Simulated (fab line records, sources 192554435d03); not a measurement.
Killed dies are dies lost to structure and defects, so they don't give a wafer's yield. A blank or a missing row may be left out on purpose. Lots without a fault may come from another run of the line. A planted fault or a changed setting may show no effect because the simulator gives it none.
Which tool did it? | flow n5_finfet | 24 lots, 72 wafers sampled, at 6 steps of a route of 1938

WHAT THE GAUGES READ, wafer by wafer
N5_BEOL_M11_CD_MEAS_11: target cd 64.1 nm.
lot  | measured     | on        | cd_nm (nm)
L075 | day 9 21:38  | cd_sem-01 | 64.9 64.9 64.1
L074 | day 10 05:35 | cd_sem-03 | 63.9 63.6 64.6
L077 | day 10 18:23 | cd_sem-02 | 64.2 64.6 63.9
L076 | day 10 18:37 | cd_sem-03 | 63.4 64.5 63.8
L079 | day 11 02:35 | cd_sem-02 | 63.0 63.5 63.2
L078 | day 11 06:24 | cd_sem-03 | 64.3 64.4 64.3
L080 | day 11 09:33 | cd_sem-03 | 62.6 63.8 63.4
L081 | day 11 12:07 | cd_sem-01 | 64.7 62.8 63.6
L082 | day 12 03:37 | cd_sem-03 | 63.6 63.4 63.5
L083 | day 12 04:04 | cd_sem-03 | 63.0 62.7 63.7
L084 | day 12 22:22 | cd_sem-01 | 63.5 63.9 63.8
L086 | day 13 14:17 | cd_sem-01 | 63.8 63.9 63.1
L087 | day 13 14:35 | cd_sem-01 | 64.7 65.1 65.6
L085 | day 13 15:34 | cd_sem-01 | 64.9 63.7 64.0
L089 | day 14 07:06 | cd_sem-02 | 64.0 64.6 64.2
L088 | day 14 07:16 | cd_sem-02 | 64.4 64.1 63.6
L091 | day 14 11:07 | cd_sem-03 | 63.2 63.7 63.9
L090 | day 14 11:16 | cd_sem-03 | 64.4 63.9 64.3
L093 | day 14 14:28 | cd_sem-01 | 63.2 64.1 64.7
L092 | day 14 19:13 | cd_sem-03 | 64.6 63.3 65.3
L094 | day 14 19:38 | cd_sem-02 | 63.5 63.3 64.0
L095 | day 15 19:23 | cd_sem-02 | 64.2 64.0 64.1
L096 | day 15 23:16 | cd_sem-01 | 63.9 64.1 64.8
L097 | day 16 12:41 | cd_sem-03 | 64.4 64.3 64.7

N5_BEOL_M11_INSPECT_30: inspects for defects (brightfield).
lot  | measured     | on                | raw_defect_count
L075 | day 9 22:53  | defect_inspect-02 | 352 456 382
L074 | day 10 07:14 | defect_inspect-02 | 458 452 377
L077 | day 10 19:20 | defect_inspect-01 | 242 294 298
L076 | day 10 22:11 | defect_inspect-01 | 385 431 531
L079 | day 11 04:59 | defect_inspect-01 | 314 416 309
L078 | day 11 07:52 | defect_inspect-02 | 447 377 357
L080 | day 11 10:41 | defect_inspect-01 | 596 389 415
L081 | day 11 14:23 | defect_inspect-01 | 430 343 418
L082 | day 12 04:30 | defect_inspect-02 | 370 388 325
L083 | day 12 05:04 | defect_inspect-02 | 461 401 446
L084 | day 13 00:49 | defect_inspect-01 | 587 557 613
L086 | day 13 16:17 | defect_inspect-01 | 505 584 572
L087 | day 13 16:27 | defect_inspect-02 | 401 346 253
L085 | day 13 18:50 | defect_inspect-02 | 361 322 468
L089 | day 14 10:02 | defect_inspect-02 | 456 384 367
L088 | day 14 09:52 | defect_inspect-01 | 365 409 521
L091 | day 14 12:59 | defect_inspect-01 | 463 617 434
L090 | day 14 13:10 | defect_inspect-02 | 372 479 313
L093 | day 14 18:15 | defect_inspect-01 | 369 423 359
L092 | day 14 20:20 | defect_inspect-01 | 328 323 412
L094 | day 14 22:22 | defect_inspect-02 | 437 336 426
L095 | day 15 21:29 | defect_inspect-01 | 330 370 383
L096 | day 16 00:24 | defect_inspect-01 | 751 528 456
L097 | day 16 13:49 | defect_inspect-01 | 412 461 498

N5_BEOL_M11_CD_MEAS_35: target cd 70 nm.
lot  | measured     | on        | cd_nm (nm)
L075 | day 9 23:34  | cd_sem-01 | 70.4 70.5 70.4
L074 | day 10 08:35 | cd_sem-02 | 69.8 69.2 71.3
L077 | day 10 20:09 | cd_sem-02 | 69.7 70.6 69.4
L076 | day 10 22:52 | cd_sem-02 | 68.6 70.5 69.5
L079 | day 11 05:41 | cd_sem-03 | 68.8 70.3 68.9
L078 | day 11 08:34 | cd_sem-02 | 70.9 69.6 70.0
L080 | day 11 11:23 | cd_sem-02 | 69.5 70.5 69.8
L081 | day 11 15:05 | cd_sem-03 | 70.6 69.3 70.4
L082 | day 12 05:11 | cd_sem-01 | 69.6 70.5 69.8
L083 | day 12 05:45 | cd_sem-02 | 68.9 69.3 70.4
L084 | day 13 01:31 | cd_sem-03 | 70.3 70.0 69.9
L086 | day 13 16:59 | cd_sem-02 | 68.9 70.6 68.8
L087 | day 13 17:10 | cd_sem-02 | 71.1 71.4 71.3
L085 | day 13 19:34 | cd_sem-02 | 71.5 70.3 69.5
L089 | day 14 10:43 | cd_sem-02 | 68.9 70.3 70.5
L088 | day 14 10:33 | cd_sem-02 | 70.2 70.1 69.7
L091 | day 14 13:40 | cd_sem-02 | 69.0 69.2 69.4
L090 | day 14 14:07 | cd_sem-01 | 69.5 70.9 71.1
L093 | day 14 18:58 | cd_sem-02 | 69.9 70.3 71.1
L092 | day 14 21:01 | cd_sem-02 | 70.8 69.4 71.3
L094 | day 14 23:19 | cd_sem-03 | 70.2 69.2 69.1
L095 | day 15 22:12 | cd_sem-03 | 70.6 69.7 70.4
L096 | day 16 01:23 | cd_sem-03 | 69.8 70.1 70.7
L097 | day 16 14:31 | cd_sem-03 | 70.2 70.4 70.7

N5_BEOL_M11_INSPECT_58: inspects for defects (darkfield).
lot  | measured     | on                | raw_defect_count
L075 | day 10 02:57 | defect_inspect-02 | 80 49 92
L074 | day 10 11:29 | defect_inspect-02 | 68 64 83
L077 | day 11 00:11 | defect_inspect-01 | 56 70 50
L076 | day 11 01:29 | defect_inspect-01 | 98 57 47
L079 | day 11 07:57 | defect_inspect-02 | 40 75 83
L078 | day 11 12:14 | defect_inspect-02 | 88 93 78
L080 | day 11 15:47 | defect_inspect-01 | 71 72 122
L081 | day 11 17:40 | defect_inspect-01 | 96 85 72
L082 | day 12 09:14 | defect_inspect-02 | 58 94 67
L083 | day 12 09:40 | defect_inspect-02 | 52 56 97
L084 | day 13 04:33 | defect_inspect-02 | 106 71 89
L086 | day 13 20:06 | defect_inspect-02 | 132 67 100
L087 | day 13 20:49 | defect_inspect-01 | 95 71 101
L085 | day 13 21:49 | defect_inspect-02 | 102 85 77
L089 | day 14 13:17 | defect_inspect-02 | 39 81 70
L088 | day 14 13:01 | defect_inspect-02 | 89 89 143
L091 | day 14 15:41 | defect_inspect-02 | 34 75 60
L090 | day 14 19:13 | defect_inspect-02 | 71 79 58
L093 | day 14 22:11 | defect_inspect-02 | 80 54 54
L092 | day 15 00:38 | defect_inspect-01 | 68 97 96
L094 | day 15 02:28 | defect_inspect-01 | 103 104 65
L095 | day 16 00:26 | defect_inspect-01 | 58 30 43
L096 | day 16 05:33 | defect_inspect-01 | 66 69 93
L097 | day 16 17:52 | defect_inspect-01 | 34 41 49

WHICH TOOL RAN EACH LOT (tool, then ch and the chambers of the sampled wafers, then the start)
lot  | N5_BEOL_M11_ILD_DEP_00          | N5_BEOL_M11_ETCH_66
L075 | pecvd-01 ch 0,2, day 9 20:02    | rie_diel-06 ch 0,1,3, day 9 23:01
L074 | pecvd-02 ch 0,1, day 10 03:41   | rie_diel-01 ch 1,2,3, day 10 08:01
L077 | pecvd-02 ch 0,1,2, day 10 16:11 | rie_diel-02 ch 1,2,3, day 10 19:35
L076 | pecvd-03 ch 0,1, day 10 16:27   | rie_diel-02 ch 1,2, day 10 22:18
L079 | pecvd-01 ch 1,2, day 10 23:58   | rie_diel-02 ch 0,1, day 11 05:07
L078 | pecvd-03 ch 1,2, day 11 04:41   | rie_diel-01 ch 1,3, day 11 07:59
L080 | pecvd-02 ch 0,1,2, day 11 08:13 | rie_diel-06 ch 0,1,2, day 11 10:49
L081 | pecvd-01 ch 0,2, day 11 10:10   | rie_diel-06 ch 0,1,2, day 11 14:31
L082 | pecvd-01 ch 0,2, day 12 00:47   | rie_diel-01 ch 1,3, day 12 04:37
L083 | pecvd-03 ch 1,2, day 12 01:55   | rie_diel-01 ch 1,2,3, day 12 05:11
L084 | pecvd-01 ch 0,2, day 12 18:04   | rie_diel-06 ch 0,1,2, day 13 00:56
L086 | pecvd-02 ch 0,2, day 13 12:38   | rie_diel-06 ch 0,2,3, day 13 16:25
L087 | pecvd-03 ch 0,1, day 13 13:00   | rie_diel-01 ch 0,1,3, day 13 16:34
L085 | pecvd-01 ch 0,1, day 13 14:20   | rie_diel-02 ch 0,2, day 13 18:59
L089 | pecvd-02 ch 0,1, day 14 05:47   | rie_diel-06 ch 0,3, day 14 10:10
L088 | pecvd-02 ch 1,2, day 14 06:04   | rie_diel-01 ch 0,1,3, day 14 09:59
L091 | pecvd-01 ch 0,1,2, day 14 07:19 | rie_diel-02 ch 0,1, day 14 13:07
L090 | pecvd-03 ch 0,1,2, day 14 07:50 | rie_diel-01 ch 0,2, day 14 13:34
L093 | pecvd-01 ch 0,2, day 14 13:09   | rie_diel-02 ch 1,2, day 14 18:22
L092 | pecvd-03 ch 0,1,2, day 14 14:44 | rie_diel-06 ch 0,1,3, day 14 20:27
L094 | pecvd-03 ch 0,1,2, day 14 15:09 | rie_diel-06 ch 0,1,3, day 14 22:44
L095 | pecvd-03 ch 0,1,2, day 15 17:58 | rie_diel-02 ch 0,2,3, day 15 21:41
L096 | pecvd-02 ch 0,2, day 15 21:26   | rie_diel-06 ch 1,2,3, day 16 00:49
L097 | pecvd-02 ch 1,2, day 16 09:58   | rie_diel-06 ch 1,2,3, day 16 13:57
- N5_BEOL_M11_ILD_DEP_00: deposits SiCOH lowk from DEMS/porogen, target thk 308.51 nm, time 58 s.
- N5_BEOL_M11_ETCH_66: etches SOC in N2/H2, target depth 120 nm, overetch 24 nm, time 180 s.

WHAT THE TOOLS THEMSELVES READ (means of the sampled wafers that have a number; where no wafer has one, the mark that the record gives instead)
N5_BEOL_M11_ILD_DEP_00.
lot  | tool     | heater_power_w (W) | showerhead_plenum_p_Torr (Torr) | throttle_valve_pct (%)
L075 | pecvd-01 | 341                | 5.738                           | 13.5
L074 | pecvd-02 | 319                | 5.745                           | 14.6
L077 | pecvd-02 | 361                | 5.736                           | 14.2
L076 | pecvd-03 | 226                | 5.741                           | 13.9
L079 | pecvd-01 | 307                | 5.747                           | 13.9
L078 | pecvd-03 | 265                | 5.741                           | 13.5
L080 | pecvd-02 | 361                | 5.732                           | 14.2
L081 | pecvd-01 | 326                | 5.745                           | 13.9
L082 | pecvd-01 | 306                | 5.753                           | 13.8
L083 | pecvd-03 | 259                | 5.742                           | 13.3
L084 | pecvd-01 | 332                | 5.744                           | 14.0
L086 | pecvd-02 | 352                | 5.733                           | 14.2
L087 | pecvd-03 | 266                | 5.741                           | 14.0
L085 | pecvd-01 | 321                | 5.748                           | 14.9
L089 | pecvd-02 | 320                | 5.746                           | 14.6
L088 | pecvd-02 | 350                | 5.728                           | 14.2
L091 | pecvd-01 | 317                | 5.753                           | 14.2
L090 | pecvd-03 | 246                | 5.728                           | 13.4
L093 | pecvd-01 | 341                | 5.739                           | 14.1
L092 | pecvd-03 | 246                | 5.737                           | 13.6
L094 | pecvd-03 | 234                | 5.742                           | 13.3
L095 | pecvd-03 | 245                | 5.732                           | 13.4
L096 | pecvd-02 | 379                | 5.739                           | 14.7
L097 | pecvd-02 | 327                | 5.735                           | 14.3

N5_BEOL_M11_ETCH_66.
lot  | tool        | bias_w (W) | drypump_motor_current_A (A) | oes_product_au (a.u.) | rf_vpp_V (V) | showerhead_plenum_p_Torr (Torr) | temp_c (C) | throttle_valve_pct (%)
L075 | rie_diel-06 | 150.3      | 5.4                         | 0.57                  | 524.3        | 2.56                            | 39.93      | 18.10
L074 | rie_diel-01 | 149.9      | 5.5                         | 0.58                  | 523.7        | 2.55                            | 39.96      | 18.09
L077 | rie_diel-02 | 150.1      | 5.8                         | 0.63                  | 523.6        | 2.52                            | 40.01      | 17.70
L076 | rie_diel-02 | 150.0      | 5.8                         | 0.64                  | 524.0        | 2.52                            | 40.03      | 17.52
L079 | rie_diel-02 | 150.2      | 5.8                         | 0.65                  | 525.0        | 2.53                            | 40.05      | 17.54
L078 | rie_diel-01 | 150.1      | 5.3                         | 0.57                  | 524.2        | 2.54                            | 39.92      | 18.02
L080 | rie_diel-06 | 150.1      | 5.4                         | 0.60                  | 525.9        | 2.61                            | 40.00      | 17.95
L081 | rie_diel-06 | 150.3      | 5.5                         | 0.60                  | 525.7        | 2.61                            | 39.98      | 17.95
L082 | rie_diel-01 | 149.6      | 5.3                         | 0.57                  | 523.8        | 2.54                            | 40.07      | 18.03
L083 | rie_diel-01 | 149.9      | 5.5                         | 0.57                  | 524.9        | 2.54                            | 39.88      | 18.13
L084 | rie_diel-06 | 149.6      | 5.5                         | 0.59                  | 525.2        | 2.61                            | 39.84      | 17.96
L086 | rie_diel-06 | 149.5      | 5.1                         | 0.67                  | 526.8        | 2.63                            | 39.98      | 17.82
L087 | rie_diel-01 | 149.5      | 5.3                         | 0.68                  | 523.4        | 2.56                            | 40.06      | 17.85
L085 | rie_diel-02 | 150.2      | 5.7                         | 0.70                  | 524.8        | 2.55                            | 40.08      | 17.36
L089 | rie_diel-06 | 150.2      | 5.2                         | 0.64                  | 527.2        | 2.66                            | 40.06      | 17.89
L088 | rie_diel-01 | 150.2      | 5.3                         | 0.67                  | 525.0        | 2.55                            | 39.95      | 17.86
L091 | rie_diel-02 | 150.1      | 5.8                         | 0.70                  | 523.4        | 2.52                            | 40.24      | 17.44
L090 | rie_diel-01 | 149.7      | 5.5                         | 0.70                  | 524.3        | 2.53                            | 40.02      | 17.91
L093 | rie_diel-02 | 149.7      | 5.7                         | 0.73                  | 524.0        | 2.54                            | 40.03      | 17.29
L092 | rie_diel-06 | 150.4      | 5.4                         | 0.70                  | 527.7        | 2.65                            | 39.93      | 17.86
L094 | rie_diel-06 | 149.8      | 5.4                         | 0.70                  | 527.1        | 2.65                            | 40.02      | 17.86
L095 | rie_diel-02 | 149.7      | 5.8                         | 0.69                  | 523.1        | 2.53                            | 39.94      | 17.55
L096 | rie_diel-06 | 150.0      | 5.3                         | 0.71                  | 526.7        | 2.61                            | 40.01      | 17.80
L097 | rie_diel-06 | 150.2      | 5.3                         | 0.71                  | 525.5        | 2.61                            | 39.95      | 17.80

THE ANSWER, worked out from the rows above alone
Rule: what is usual is taken from the lots themselves. Put in order of their means at a reading, lots are off if they are a third of the lots or fewer, leave a main group of 4 or more, and stand apart from it by a gap of 3 or more times the standard deviation of the main group's means; of several such gaps the widest counts. A main group whose means are all the same, to the digits that the tables above print for the reading, isn't used. A lot without any number at a reading at which 4 lots or more have one is off too. The other lots that the step has rows for count as sound. The gauges are gone through in route order, then the tools' own readings, and for those a lot's mean is taken as printed above. The first step at which some lot is off is used, and at that step the reading that is off furthest; a lot without a number counts as furthest.
No lot is off at any reading shown: from this, nothing can be told.

WHAT THE SIMULATOR HAD PUT IN
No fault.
